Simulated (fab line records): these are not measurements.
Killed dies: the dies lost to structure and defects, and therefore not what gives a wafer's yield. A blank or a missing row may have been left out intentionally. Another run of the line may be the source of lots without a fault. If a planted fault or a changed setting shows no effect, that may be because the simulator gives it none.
Which tool was responsible?	flow n5 finfet	at 1 step of a route of 1938, 12 lots with 36 wafers sampled

## WHAT EACH GAUGE READ, for each wafer
N5_BEOL_M9_CD_MEAS_18: pitch 140 nm, target cd 70 nm.
lot	measured	on	cd nm (nm)
L074	day 10 03:35	cd sem-02	70.4 69.5 69.9
L077	day 10 21:12	cd sem-02	70.3 70.6 69.8
L080	day 11 14:06	cd sem-02	69.9 70.5 69.4
L081	day 11 23:34	cd sem-02	69.2 69.2 69.4
L082	day 12 11:48	cd sem-02	69.4 69.0 70.2
L085	day 13 02:56	cd sem-01	69.6 70.5 70.2
L087	day 13 15:34	cd sem-01	69.4 69.3 69.7
L089	day 13 16:16	cd sem-01	69.6 69.1 69.8
L091	day 13 23:32	cd sem-03	70.4 69.9 70.3
L094	day 14 15:17	cd sem-01	69.9 70.0 70.4
L095	day 15 11:28	cd sem-01	69.9 69.8 71.1
L097	day 16 03:38	cd sem-03	69.3 69.7 70.2

## WHICH TOOL RAN EACH LOT (tool, then ch and the chambers of the sampled wafers, then the start)
Before these readings, the record contains no process step.

## THE ANSWER, worked out from the rows above alone
Rule: the usual values come from the lots themselves. Put in order of their means at a reading, lots are off if they are a third of the lots or fewer, leave a main group of 4 or more, and stand apart from it by a gap of 3 or more times the standard deviation of the main group's means; of several such gaps the widest counts. If all means in a main group match to the digits the tables above print for the reading, that group is not used. A lot without any number at a reading at which 4 lots or more have one is off too. Any other lot the step has rows for is counted as sound.
No lot is off at any reading shown: from this, nothing can be told.

## WHAT THE SIMULATOR PUT IN
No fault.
